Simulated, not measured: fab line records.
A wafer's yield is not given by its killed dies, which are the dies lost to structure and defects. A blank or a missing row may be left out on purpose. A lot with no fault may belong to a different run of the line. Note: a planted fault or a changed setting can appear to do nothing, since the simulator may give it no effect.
Which tool was responsible? | flow n5_finfet | Sampling: 11 lots, 29 wafers, 4 of 1938 route steps

== WHAT THE GAUGES READ, wafer by wafer ==
N5_BEOL_M14_OVL_MEAS_29.
lot  | measured     | on         | M14_OVL (nm)
L859 | day 11 01:36 | overlay-02 | 0 -2 3
L860 | day 11 02:35 | overlay-02 | -11 -7 -6
L862 | day 11 17:51 | overlay-02 | 1 3
L865 | day 12 15:49 | overlay-01 | 19 14 16
L869 | day 14 06:38 | overlay-02 | 25 26 19
L871 | day 14 17:29 | overlay-01 | -1 -10 -2
L872 | day 14 23:37 | overlay-02 | 0 -3
L873 | day 15 02:41 | overlay-02 | -8 -1 -6
L875 | day 15 15:22 | overlay-02 | 3 3
L877 | day 17 02:21 | overlay-02 | -7 -7
L881 | day 17 13:40 | overlay-02 | -2 -5 -8

== EACH LOT AND THE TOOL THAT RAN IT (in order: tool; ch and the chambers of the sampled wafers; start) ==
lot  | N5_BEOL_M14_DESCUM_15              | N5_BEOL_M14_STRIP_64                          | N5_BEOL_M14_EXPOSE_25
L859 | rie_diel-02 ch 0,1,3, day 11 00:41 | rie_diel-02 ch 0,1,3, day 11 01:24 or earlier | krf_scanner-02 ch 0, day 11 01:24
L860 | rie_diel-05 ch 1,3, day 11 01:48   | rie_diel-05 ch 1,3, day 11 02:23 or earlier   | krf_scanner-01 ch 0, day 11 02:23
L862 | rie_diel-02 ch 0,1, day 11 17:04   | rie_diel-02 ch 0,1, day 11 17:40 or earlier   | krf_scanner-01 ch 0, day 11 17:40
L865 | rie_diel-02 ch 0,1,2, day 12 15:01 | rie_diel-02 ch 0,1,2, day 12 15:37 or earlier | krf_scanner-01 ch 0, day 12 15:37
L869 | rie_diel-02 ch 1,3, day 14 05:43   | rie_diel-02 ch 1,3, day 14 06:26 or earlier   | krf_scanner-01 ch 0, day 14 06:26
L871 | rie_diel-05 ch 0,3, day 14 16:41   | rie_diel-05 ch 0,3, day 14 17:17 or earlier   | krf_scanner-02 ch 0, day 14 17:17
L872 | rie_diel-05 ch 2,3, day 14 22:42   | rie_diel-05 ch 2,3, day 14 23:25 or earlier   | krf_scanner-02 ch 0, day 14 23:25
L873 | rie_diel-01 ch 0,1,2, day 15 01:53 | rie_diel-01 ch 0,1,2, day 15 02:29 or earlier | krf_scanner-02 ch 0, day 15 02:29
L875 | rie_diel-05 ch 1,3, day 15 14:35   | rie_diel-05 ch 1,3, day 15 15:10 or earlier   | krf_scanner-02 ch 0, day 15 15:10
L877 | rie_diel-05 ch 0,1, day 17 01:33   | rie_diel-05 ch 0,1, day 17 02:10 or earlier   | krf_scanner-02 ch 0, day 17 02:10
L881 | rie_diel-05 ch 0,1,2, day 17 12:50 | rie_diel-05 ch 0,1,2, day 17 13:28 or earlier | krf_scanner-02 ch 0, day 17 13:28
- N5_BEOL_M14_DESCUM_15: chemistry O2, time 7.9 s.
- N5_BEOL_M14_STRIP_64: strips in O2.
- N5_BEOL_M14_EXPOSE_25: exposes mask M14, target cd 280 nm.

== THE ANSWER, worked out from the rows above alone ==
Rule: the lots themselves supply what counts as usual. Put in order of their means at a reading, lots are off if they are a third of the lots or fewer, leave a main group of 4 or more, and stand apart from it by a gap of 3 or more times the standard deviation of the main group's means; of several such gaps the widest counts. If all means in a main group match to the digits the tables above print for the reading, that group is not used. A lot without any number at a reading at which 4 lots or more have one is off too. All remaining lots with rows at the step are treated as sound.
Off: L865, L869, seen at N5_BEOL_M14_OVL_MEAS_29 (M14_OVL). For the main group the mean is -3 nm and the standard deviation 3.7.
A tool fits if, at a process step before that reading, it ran every lot that is off, and no sound lot after the first of them. The gauges at N5_BEOL_M14_OVL_MEAS_29 are tried like those tools. N5_BEOL_M14_STRIP_64 gives no start for some lots, so the hours and the order of its lots are those of N5_BEOL_M14_EXPOSE_25. 2 tools fit, rie_diel-02 at N5_BEOL_M14_DESCUM_15 and N5_BEOL_M14_STRIP_64 and krf_scanner-01 at N5_BEOL_M14_EXPOSE_25, so this cannot tell which one it is.

== WHAT WAS PUT IN BY THE SIMULATOR ==
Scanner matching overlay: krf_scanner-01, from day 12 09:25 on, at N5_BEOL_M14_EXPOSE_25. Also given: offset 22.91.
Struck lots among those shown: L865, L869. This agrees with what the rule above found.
